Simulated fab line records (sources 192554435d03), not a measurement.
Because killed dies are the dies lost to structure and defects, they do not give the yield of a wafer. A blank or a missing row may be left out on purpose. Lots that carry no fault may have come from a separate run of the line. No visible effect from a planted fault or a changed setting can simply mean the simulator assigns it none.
Which tool did it?    flow n5_finfet    Sampling: 20 lots, 60 wafers, 4 of 1938 route steps

WHAT THE GAUGES READ, wafer by wafer
N5_BEOL_M13_CD_MEAS_17: the cd target is 190 nm. Usual: 190.4 nm for cd_nm, sd 1.4.
lot   measured      on         cd_nm (nm)         flag
L074  day 10 09:49  cd_sem-02  191.3 190.4 191.7  
L075  day 11 04:20  cd_sem-02  190.2 190.7 189.7  
L077  day 11 05:00  cd_sem-01  188.8 189.7 190.2  
L076  day 11 07:36  cd_sem-01  191.3 190.4 190.2  
L079  day 11 20:52  cd_sem-02  192.4 191.9 191.6  
L080  day 12 06:40  cd_sem-03  190.4 189.3 188.9  
L081  day 12 14:29  cd_sem-01  188.8 188.6 186.9  
L083  day 12 19:34  cd_sem-01  188.4 189.2 188.9  
L085  day 13 11:43  cd_sem-03  189.8 191.2 189.1  
L084  day 13 12:52  cd_sem-02  188.2 189.4 187.8  
L087  day 13 20:31  cd_sem-02  189.7 191.9 190.9  
L089  day 14 03:50  cd_sem-01  191.5 188.6 190.3  
L090  day 14 04:22  cd_sem-02  188.5 189.1 189.7  
L091  day 15 02:08  cd_sem-03  191.7 193.9 192.3  
L092  day 15 05:23  cd_sem-01  190.7 189.5 190.5  
L094  day 15 09:16  cd_sem-02  191.5 192.0 192.9  
L093  day 15 19:06  cd_sem-02  193.3 193.2 192.1  
L095  day 15 19:38  cd_sem-02  191.3 191.5 190.1  
L096  day 15 22:50  cd_sem-01  191.1 190.7 191.1  
L097  day 16 19:32  cd_sem-01  193.6 191.7 192.5  

WHAT TOOL EACH LOT RAN ON (gives the tool, then ch and the chambers of the sampled wafers, and finally the start)
lot   N5_BEOL_M12_ETCH_67                 N5_BEOL_M12_TRENCH_ETCH_34          N5_BEOL_M12_SPUTTER_43
L074  rie_diel-05 ch 0,3, day 10 04:20    rie_diel-05 ch 0,3, day 10 04:40    pvd_sputter-03, day 10 07:18
L075  rie_diel-01 ch 2,3, day 10 23:13    rie_diel-01 ch 2,3, day 10 23:32    pvd_sputter-03, day 11 01:53
L077  rie_diel-01 ch 1,3, day 11 00:38    rie_diel-01 ch 1,3, day 11 00:58    pvd_sputter-01, day 11 02:36
L076  rie_diel-01 ch 0,1,3, day 11 02:25  rie_diel-01 ch 0,1,3, day 11 02:45  pvd_sputter-03, day 11 05:07
L079  rie_diel-01 ch 0,1, day 11 17:04    rie_diel-01 ch 0,1, day 11 17:23    pvd_sputter-03, day 11 18:23
L080  rie_diel-01 ch 0,1, day 12 00:40    rie_diel-01 ch 0,1, day 12 00:59    pvd_sputter-03, day 12 04:20
L081  rie_diel-04 ch 0,3, day 12 11:01    rie_diel-04 ch 0,3, day 12 11:20    pvd_sputter-03, day 12 11:53
L083  rie_diel-05 ch 2,3, day 12 14:31    rie_diel-05 ch 2,3, day 12 14:51    pvd_sputter-03, day 12 16:48
L085  rie_diel-04 ch 1,2, day 13 03:09    rie_diel-04 ch 1,2, day 13 03:29    pvd_sputter-03, day 13 09:27
L084  rie_diel-05 ch 1,3, day 13 03:42    rie_diel-05 ch 1,3, day 13 04:01    pvd_sputter-01, day 13 09:59
L087  rie_diel-01 ch 1,2, day 13 16:51    rie_diel-01 ch 1,2, day 13 17:11    pvd_sputter-02, day 13 18:11
L089  rie_diel-04 ch 1,2,3, day 14 00:06  rie_diel-04 ch 1,2,3, day 14 00:26  pvd_sputter-03, day 14 01:21
L090  rie_diel-01 ch 0,1,2, day 14 00:31  rie_diel-01 ch 0,1,2, day 14 00:51  pvd_sputter-02, day 14 01:50
L091  rie_diel-04 ch 0,2, day 14 21:41    rie_diel-04 ch 0,2, day 14 22:01    pvd_sputter-01, day 14 23:08
L092  rie_diel-01 ch 1,3, day 15 01:27    rie_diel-01 ch 1,3, day 15 01:47    pvd_sputter-02, day 15 03:02
L094  rie_diel-04 ch 0,2,3, day 15 04:31  rie_diel-04 ch 0,2,3, day 15 04:51  pvd_sputter-01, day 15 06:49
L093  rie_diel-04 ch 0,2,3, day 15 10:02  rie_diel-04 ch 0,2,3, day 15 10:22  pvd_sputter-01, day 15 16:28
L095  rie_diel-05 ch 0,1, day 15 13:29    rie_diel-05 ch 0,1, day 15 13:49    pvd_sputter-01, day 15 16:59
L096  rie_diel-05 ch 0,1,2, day 15 18:55  rie_diel-05 ch 0,1,2, day 15 19:14  pvd_sputter-03, day 15 20:17
L097  rie_diel-04 ch 1,2,3, day 16 14:41  rie_diel-04 ch 1,2,3, day 16 15:01  pvd_sputter-03, day 16 16:53
- N5_BEOL_M12_ETCH_67: etches SiARC in CF4, target depth 143 nm, time 238.3 s.
- N5_BEOL_M12_TRENCH_ETCH_34: etches SiOC in C4F8/O2/Ar, target depth 318.95 nm, time 125.5 s.
- N5_BEOL_M12_SPUTTER_43: material TaN, target thk 15 nm, time 24.19 s.

WHAT THE TOOLS THEMSELVES READ (means of the sampled wafers that have a number; where no wafer has one, the mark that the record gives instead)
N5_BEOL_M12_ETCH_67. Usual: bias_w 36.00 W, standard deviation 0.11; drypump_motor_current_A 6.0 A, standard deviation 0.53; etch_rf_on_time_s 240 s, standard deviation 3.1; oes_product_au 0.69 a.u., standard deviation 0.071; rf_fwd_power_W 543.1 W, standard deviation 1.7; rf_vpp_V 184.3 V, standard deviation 1; showerhead_plenum_p_Torr 2.16 Torr, standard deviation 0.061; throttle_valve_pct 15.6 %, standard deviation 0.31.
lot   tool         bias_w (W)  drypump_motor_current_A (A)  etch_rf_on_time_s (s)  oes_product_au (a.u.)  rf_fwd_power_W (W)  rf_vpp_V (V)  showerhead_plenum_p_Torr (Torr)  throttle_valve_pct (%)  flag
L074  rie_diel-05  36.25       5.6                          244                    0.66                   544.3               184.8         2.18                             15.7                    
L075  rie_diel-01  36.02       6.1                          242                    0.60                   545.0               183.4         2.10                             15.7                    
L077  rie_diel-01  35.92       5.6                          240                    0.64                   544.7               183.5         2.08                             15.8                    
L076  rie_diel-01  35.97       5.7                          241                    0.68                   543.0               184.7         2.12                             15.8                    
L079  rie_diel-01  36.10       6.2                          241                    0.72                   543.1               184.6         2.17                             15.9                    
L080  rie_diel-01  35.88       6.2                          239                    0.71                   543.3               183.8         2.17                             15.9                    
L081  rie_diel-04  35.87       6.0                          239                    0.67                   543.1               185.5         2.22                             15.4                    
L083  rie_diel-05  36.07       6.3                          241                    0.64                   544.7               184.4         2.16                             15.7                    
L085  rie_diel-04  35.96       5.7                          237                    0.70                   544.0               184.6         2.16                             15.4                    
L084  rie_diel-05  36.04       6.0                          240                    0.72                   543.9               185.3         2.20                             15.5                    
L087  rie_diel-01  36.00       6.6                          237                    0.66                   543.3               183.4         2.15                             15.9                    
L089  rie_diel-04  35.99       5.7                          239                    0.64                   543.1               184.2         2.17                             15.5                    
L090  rie_diel-01  35.95       6.2                          238                    0.66                   543.0               183.8         2.15                             15.9                    
L091  rie_diel-04  36.04       6.0                          237                    0.73                   544.1               185.2         2.21                             15.2                    
L092  rie_diel-01  36.05       6.1                          237                    0.73                   543.2               183.5         2.20                             15.8                    
L094  rie_diel-04  36.00       6.0                          237                    0.77                   541.8               185.0         2.21                             15.1                    
L093  rie_diel-04  36.00       6.0                          238                    0.76                   540.9               184.0         2.21                             15.1                    
L095  rie_diel-05  36.08       6.1                          245                    0.70                   542.7               184.0         2.14                             15.5                    
L096  rie_diel-05  36.01       6.1                          241                    0.66                   544.0               183.6         2.12                             15.6                    
L097  rie_diel-04  35.95       5.7                          239                    0.69                   543.2               184.4         2.16                             15.4                    

N5_BEOL_M12_TRENCH_ETCH_34. Usual: bias_w 700.3 W, standard deviation 2.1; drypump_motor_current_A 6.0 A, standard deviation 0.53; he_inner_torr 14.999 Torr, standard deviation 0.03; oes_product_au 0.81 a.u., standard deviation 0.085; rf_fwd_power_W 2987 W, standard deviation 10; rf_vpp_V 666.2 V, standard deviation 2.8; showerhead_plenum_p_Torr 3.45 Torr, standard deviation 0.096; throttle_valve_pct 24.2 %, standard deviation 0.35.
lot   tool         bias_w (W)  drypump_motor_current_A (A)  he_inner_torr (Torr)  oes_product_au (a.u.)  rf_fwd_power_W (W)  rf_vpp_V (V)  showerhead_plenum_p_Torr (Torr)  throttle_valve_pct (%)  flag
L074  rie_diel-05  701.5       5.6                          14.985                0.77                   2986                667.0         3.48                             24.2                    
L075  rie_diel-01  699.7       6.1                          15.020                0.70                   2995                662.5         3.34                             24.2                    
L077  rie_diel-01  699.5       5.6                          15.026                0.75                   2984                662.4         3.32                             24.4                    
L076  rie_diel-01  699.4       5.7                          15.018                0.80                   2993                663.8         3.39                             24.5                    
L079  rie_diel-01  696.8       6.3                          15.004                0.84                   2986                665.4         3.46                             24.7                    
L080  rie_diel-01  699.6       6.2                          14.999                0.84                   2998                666.4         3.46                             24.7                    
L081  rie_diel-04  702.3       6.0                          15.005                0.78                   2999                668.7         3.55                             23.9                    
L083  rie_diel-05  701.5       6.3                          14.993                0.74                   2977                665.8         3.45                             24.3                    
L085  rie_diel-04  699.5       5.8                          14.981                0.83                   2997                666.8         3.45                             24.0                    
L084  rie_diel-05  698.7       6.1                          14.999                0.84                   2999                667.6         3.51                             24.1                    
L087  rie_diel-01  700.1       6.6                          15.033                0.78                   2986                665.5         3.43                             24.5                    
L089  rie_diel-04  698.9       5.7                          14.991                0.75                   2989                667.7         3.46                             24.1                    
L090  rie_diel-01  698.6       6.2                          14.971                0.77                   2986                665.9         3.42                             24.5                    
L091  rie_diel-04  700.4       6.1                          14.977                0.85                   2997                668.4         3.51                             23.7                    
L092  rie_diel-01  701.8       6.1                          14.971                0.85                   2977                667.8         3.51                             24.4                    
L094  rie_diel-04  701.1       6.0                          15.020                0.90                   2981                667.7         3.52                             23.7                    
L093  rie_diel-04  701.0       6.0                          14.978                0.90                   2983                668.4         3.52                             23.7                    
L095  rie_diel-05  701.4       6.1                          15.022                0.83                   2983                665.3         3.42                             24.0                    
L096  rie_diel-05  698.0       6.2                          14.970                0.78                   2990                664.9         3.38                             24.1                    
L097  rie_diel-04  699.5       5.7                          15.018                0.81                   2981                666.4         3.45                             24.0                    

N5_BEOL_M12_SPUTTER_43. Usual: susceptor_temp_C 50.00 C, standard deviation 0.13; throttle_valve_pct 29.9 %, standard deviation 1.4.
lot   tool            susceptor_temp_C (C)  throttle_valve_pct (%)  flag
L074  pvd_sputter-03  49.93                 30.4                    
L075  pvd_sputter-03  49.91                 30.2                    
L077  pvd_sputter-01  50.16                 28.9                    
L076  pvd_sputter-03  50.04                 30.4                    
L079  pvd_sputter-03  50.01                 30.3                    
L080  pvd_sputter-03  50.02                 30.9                    
L081  pvd_sputter-03  50.11                 30.5                    
L083  pvd_sputter-03  50.04                 30.7                    
L085  pvd_sputter-03  50.02                 29.8                    
L084  pvd_sputter-01  49.85                 28.4                    
L087  pvd_sputter-02  49.97                 30.3                    
L089  pvd_sputter-03  49.99                 30.5                    
L090  pvd_sputter-02  49.99                 29.8                    
L091  pvd_sputter-01  50.09                 30.2                    
L092  pvd_sputter-02  49.99                 30.8                    
L094  pvd_sputter-01  50.02                 27.8                    
L093  pvd_sputter-01  49.97                 29.1                    
L095  pvd_sputter-01  50.01                 28.9                    
L096  pvd_sputter-03  49.95                 31.0                    
L097  pvd_sputter-03  49.92                 30.2                    

THE ANSWER, worked out from the rows above alone
Rule: take the mean of a lot's wafers that have a number; if it is more than 3 standard deviations from the usual mean, the lot is off. A lot without any number at a reading at which 4 lots or more have one is off too. The other lots that the step has rows for count as sound. The gauges are gone through in route order, then the tools' own readings, and for those a lot's mean is taken as printed above. The first step at which some lot is off is used, and at that step the reading that is off furthest; a lot without a number counts as furthest.
No lot is off at any reading shown: from this, nothing can be told.

WHAT THE SIMULATOR PUT IN
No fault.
